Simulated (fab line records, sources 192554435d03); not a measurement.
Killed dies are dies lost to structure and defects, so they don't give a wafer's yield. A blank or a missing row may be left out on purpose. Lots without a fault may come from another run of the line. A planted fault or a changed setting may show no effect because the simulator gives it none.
Split-lot experiment | flow n5_finfet | 7 lots, 39 wafers read, on a route of 1938 steps

THE SPLIT
At N5_HKMG_FIN_ETCH_58 (etches SOC in N2/H2, target depth 215.8 nm, time 741 s), the setting source_w was moved away from the recipe's 875 W on 18 of the 39 wafers read, by -11.5% to +19.2%. The other wafers ran this setting at the recipe's value.

The reading is taken at the split's own step.

THE READING
rf_vpp_V, in V, at N5_HKMG_FIN_ETCH_58 (etches SOC in N2/H2, target depth 215.8 nm, time 741 s). Fault-free wafers of this fab line usually give 99.4 V, standard deviation 0.92 V.

wafer  | tool, chamber at the split | source_w as run, W | against the recipe | rf_vpp_V, V | against lot-mates on the recipe
L075.1 | rie_diel-01, 0             | 875                | recipe             | 101.3       | -
L075.2 | rie_diel-01, 3             | 875                | recipe             | 100.6       | -
L075.3 | rie_diel-01, 1             | 807.9              | -7.7%              | 103.2       | +2.9
L075.4 | rie_diel-01, 2             | 875                | recipe             | 99.0        | -
L075.5 | rie_diel-01, 2             | 807.9              | -7.7%              | 101.7       | +1.4
L075.6 | rie_diel-01, 3             | 807.9              | -7.7%              | 102.2       | +1.9
L085.1 | rie_diel-01, 3             | 875                | recipe             | 98.4        | -
L085.2 | rie_diel-01, 0             | 1043               | +19.2%             | 94.7        | -3.9
L085.3 | rie_diel-01, 2             | 875                | recipe             | 98.8        | -
L085.4 | rie_diel-01, 1             | 875                | recipe             | 98.5        | -
L085.5 | rie_diel-01, 0             | 1043               | +19.2%             | 93.7        | -4.9
L085.6 | rie_diel-01, 1             | 1043               | +19.2%             | 94.2        | -4.4
L089.1 | rie_diel-06, 3             | 875                | recipe             | 98.7        | -
L089.2 | rie_diel-06, 2             | 804.7              | -8.0%              | 103.6       | +4.2
L089.3 | rie_diel-06, 1             | 875                | recipe             | 99.6        | -
L089.4 | rie_diel-06, 2             | 804.7              | -8.0%              | 102.7       | +3.3
L089.5 | rie_diel-06, 1             | 804.7              | -8.0%              | 101.7       | +2.3
L089.6 | rie_diel-06, 3             | 875                | recipe             | 99.9        | -
L090.1 | rie_diel-06, 1             | 774.3              | -11.5%             | 102.8       | +3.9
L090.2 | rie_diel-06, 2             | 875                | recipe             | 100.5       | -
L090.3 | rie_diel-06, 0             | 774.3              | -11.5%             | 104.0       | +5.1
L090.4 | rie_diel-06, 1             | 875                | recipe             | 97.1        | -
L090.5 | rie_diel-06, 2             | 774.3              | -11.5%             | 105.3       | +6.4
L090.6 | rie_diel-06, 0             | 875                | recipe             | 99.1        | -
L092.1 | rie_diel-01, 1             | 965.2              | +10.3%             | 95.3        | -4.0
L092.2 | rie_diel-01, 2             | 875                | recipe             | 99.4        | -
L092.3 | rie_diel-01, 0             | 875                | recipe             | 99.5        | -
L092.4 | rie_diel-01, 3             | 875                | recipe             | 99.0        | -
L092.5 | rie_diel-01, 3             | 965.2              | +10.3%             | 97.8        | -1.5
L092.6 | rie_diel-01, 2             | 965.2              | +10.3%             | 95.7        | -3.6
L094.1 | rie_diel-06, 0             | 975.1              | +11.4%             | 95.5        | -4.1
L094.2 | rie_diel-06, 3             | 975.1              | +11.4%             | 95.4        | -4.2
L094.3 | rie_diel-06, 1             | 975.1              | +11.4%             | 95.2        | -4.4
L094.4 | rie_diel-06, 2             | 875                | recipe             | 100.3       | -
L094.5 | rie_diel-06, 3             | 875                | recipe             | 98.9        | -
L094.6 | rie_diel-06, 0             | 875                | recipe             | 99.7        | -
L095.1 | rie_diel-06, 3             | 875                | recipe             | 99.7        | -
L095.2 | rie_diel-06, 0             | 875                | recipe             | 97.9        | -
L095.4 | rie_diel-06, 2             | 875                | recipe             | 101.5       | -

THE FIT
A straight line over all 39 wafers: rf_vpp_V changes by -0.329 V for each +1% of source_w; r = -0.94; the points scatter about the line by 1 V.
The same after taking each lot's own level away (the mean of its wafers on the recipe; 39 wafers): -0.311 V for each +1%; r = -0.92; scatter 1.1 V.
On that fit, the largest move of source_w shifts the reading by 6 V.
The lots' own levels span 98.57 to 100.30 V, that is 1.9 times the standard deviation above.
So the lot-to-lot level changes the slope little: the two slopes agree.
Check: with one of the wafers moved furthest among these (+19.2%) left out of the fit, the line predicts -6.09 V for it against its lot-mates. It came out at -3.87 V against them.
Tool readings at the split's step, against how far the setting was moved: rf_vpp_V r = -0.94.

OTHER SPLITS ON THESE WAFERS
These wafers also went through other splits before the reading. Each is held against what the fit with the lots' levels taken away leaves over:
other split on the same wafers | wafers away from the commonest value | r with rf_vpp_V (lot level and that fit taken away)
N5_FIN_CUT_ETCH_21 bias_w      | 12                                   | -0.42
N5_DUMMY_GATE_ETCH_42 bias_w   | 12                                   | +0.17
N5_HKMG_FIN_EXPOSE_46 dose_mj  | 12                                   | -0.23
N5_HKMG_FIN_ETCH_54 source_w   | 15                                   | +0.11

THE WHOLE CHAIN: every reading that the file lists as answering this split, in the file's order
step                | what it does                                           | reading                                                                         | change (the file's fit)              | r (the file's)
N5_HKMG_FIN_ETCH_58 | etches SOC in N2/H2, target depth 215.8 nm, time 741 s | rf_vpp_V                                                                        | -0.307 V for each +1% of the setting | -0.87
N5_HKMG_FIN_ETCH_58 | etches SOC in N2/H2, target depth 215.8 nm, time 741 s | SOC_of_HKMG_FIN_COAT_41.thk_nm (the simulator's own value, which no gauge read) | -1.82 nm for each +1% of the setting | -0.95
N5_HKMG_FIN_ETCH_58 | etches SOC in N2/H2, target depth 215.8 nm, time 741 s | HKMG_FIN.feature_depth_nm (the simulator's own value, which no gauge read)      | +1.82 nm for each +1% of the setting | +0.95
N5_HKMG_FIN_ETCH_58 | etches SOC in N2/H2, target depth 215.8 nm, time 741 s | etch.depth_nm (the simulator's own value, which no gauge read)                  | +1.82 nm for each +1% of the setting | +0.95

THE FILE'S OWN FIT
rf_vpp_V changes by -0.307 V for each +1% of source_w, r = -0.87.
